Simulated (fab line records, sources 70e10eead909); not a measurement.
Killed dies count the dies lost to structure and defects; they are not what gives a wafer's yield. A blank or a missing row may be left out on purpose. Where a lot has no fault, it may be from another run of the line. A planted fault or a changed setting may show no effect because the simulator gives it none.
Matching of chambers | flow nand_harc | NHARC_P_M0_ETCH_34 on rie_diel-05 has 4 sister chambers
The step etches the open film in N2/H2, target depth 40 nm, overetch 12 nm, time 43.94 s. 4 wafers are shown with their chamber, then 8 later ones without.

## WAFERS WITH THEIR CHAMBER
wafer  | chamber | showerhead_plenum_p_Torr (Torr)
L351.2 | 0       | 1.90
L353.1 | 2       | 2.00
L353.5 | 3       | 2.10
L356.3 | 1       | 2.15

## WAFERS WITHOUT THEIR CHAMBER
wafer  | showerhead_plenum_p_Torr (Torr)
L356.4 | 2.09
L356.5 | 2.15
L357.2 | 2.09
L357.3 | 1.90
L357.4 | 2.00
L360.3 | 2.15
L360.4 | 1.99
L360.5 | 2.15

## WHICH CHAMBER EACH WENT THROUGH
wafer  | from the rows above | in truth
L356.4 | 3                   | 3
L356.5 | 1                   | 1
L357.2 | 3                   | 3
L357.3 | 0                   | 0
L357.4 | 2                   | 2
L360.3 | 1                   | 1
L360.4 | 2                   | 2
L360.5 | 1                   | 1
Placed correctly: 8 of 8. From these rows, 0 cannot be placed. 0 placed wrongly.
How it was worked out, from the rows above alone: a wafer's distance from a chamber is the root of the sum, over the readings, of the square of ((its reading less the chamber's mean) divided by the reading's scatter). If the next closest chamber is less than 2 further off than the closest, the wafer can't be placed; otherwise it belongs to the closest. The mean given for a chamber averages the wafers shown for that chamber. The scatter: root of mean squared gap, hidden wafer to nearest shown wafer, with one shown wafer a chamber.
